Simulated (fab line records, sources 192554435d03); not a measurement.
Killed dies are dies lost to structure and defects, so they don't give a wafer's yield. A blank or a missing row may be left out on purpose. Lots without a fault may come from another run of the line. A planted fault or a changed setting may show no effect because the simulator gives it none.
One fault seen from 3 desks | flow n5_finfet | each desk has only its own numbers; what lay behind them comes last

THE DEFECT DESK
What the inspections along the route counted, lot by lot: means of the sampled wafers that have a number. A lot is out of limits, marked OUT, if its mean lies more than 4 standard deviations from the usual mean; the brackets give that distance.
Columns: A = raw_defect_count at N5_FIN_SAQP_INSPECT_18, usual 396
lot  | first seen here | A
L916 | day 1 22:23     | 300
L917 | day 2 04:02     | 500
L922 | day 3 09:24     | 406
L925 | day 4 03:39     | 429
L933 | day 6 04:10     | 370
L935 | day 6 15:54     | 335
This desk's finding: nothing out of limits on any of the 6 lots.

THE METROLOGY DESK
What the gauges read, lot by lot, whatever tool the lot ran on: means of the sampled wafers that have a number. A lot is out of limits, marked OUT, if its mean lies more than 4 standard deviations from the usual mean; the brackets give that distance. Of its 14 readings 7 are shown: those that lie furthest out on some lot.
Columns: A = thk_nm at N5_FIN_SAQP_THK_MEAS_07, usual 59.9 nm; B = DIBL_N at N5_BEOL_M4_RC_MEAS_101, usual 36.1 mV/V; C = DIBL_P at N5_BEOL_M4_RC_MEAS_101, usual 36.3 mV/V; D = IOFF_N at N5_BEOL_M4_RC_MEAS_101, usual 0.15 nA/um; E = ION_N at N5_BEOL_M4_RC_MEAS_101, usual 672 uA/um; F = SS_P at N5_BEOL_M4_RC_MEAS_101, usual 73.2 mV/dec; G = VT_N at N5_BEOL_M4_RC_MEAS_101, usual 251 mV
lot  | first seen here | A    | B    | C    | D    | E   | F    | G
L916 | day 1 21:45     | 60.3 | 35.5 | 35.1 | 0.13 | 658 | 73.0 | 255
L917 | day 2 03:24     | 60.1 | 37.8 | 39.1 | 0.19 | 681 | 73.8 | 248
L922 | day 3 08:44     | 59.3 | 36.5 | 36.3 | 0.14 | 661 | 73.3 | 253
L925 | day 4 02:53     | 59.7 | 34.2 | 32.6 | 0.12 | 652 | 72.5 | 256
L933 | day 6 03:24     | 59.7 | 35.3 | 34.9 | 0.13 | 667 | 72.5 | 253
L935 | day 6 15:16     | 58.8 | 38.4 | 38.9 | 0.19 | 675 | 74.4 | 252
This desk's finding: nothing out of limits on any of the 6 lots.

THE TOOL OWNER'S DESK: pecvd-03
The tool's own readings at N5_FIN_SAQP_HM_DEP_72 (deposits SiO2 from SiH4/N2O, target thk 12 nm, time 7.2 s): means of the sampled wafers that have a number, for each lot that ran on this tool. A lot is out of limits, marked OUT, if its mean lies more than 4 standard deviations from the usual mean; the brackets give that distance.
Columns: A = heater_power_w at N5_FIN_SAQP_HM_DEP_72, usual 780 W; B = showerhead_plenum_p_Torr at N5_FIN_SAQP_HM_DEP_72, usual 8.12 Torr; C = showerhead_vpp_V at N5_FIN_SAQP_HM_DEP_72, usual 1034 V
lot  | first seen here | A   | B    | C
L916 | day 1 21:59     | 751 | 8.23 | 1018
L917 | day 2 03:38     | 733 | 7.96 | 975
L922 | day 3 08:59     | 803 | 8.24 | 1018
L925 | day 4 03:08     | 764 | 7.99 | 989
L935 | day 6 15:32     | 810 | 8.15 | 1005
This desk's finding: nothing out of limits on any of the 5 lots.

PUT TOGETHER
The defect desk saw nothing out of limits.
The metrology desk saw nothing out of limits.
The tool owner's desk saw nothing out of limits.

WHAT THE SIMULATOR HAD PUT IN
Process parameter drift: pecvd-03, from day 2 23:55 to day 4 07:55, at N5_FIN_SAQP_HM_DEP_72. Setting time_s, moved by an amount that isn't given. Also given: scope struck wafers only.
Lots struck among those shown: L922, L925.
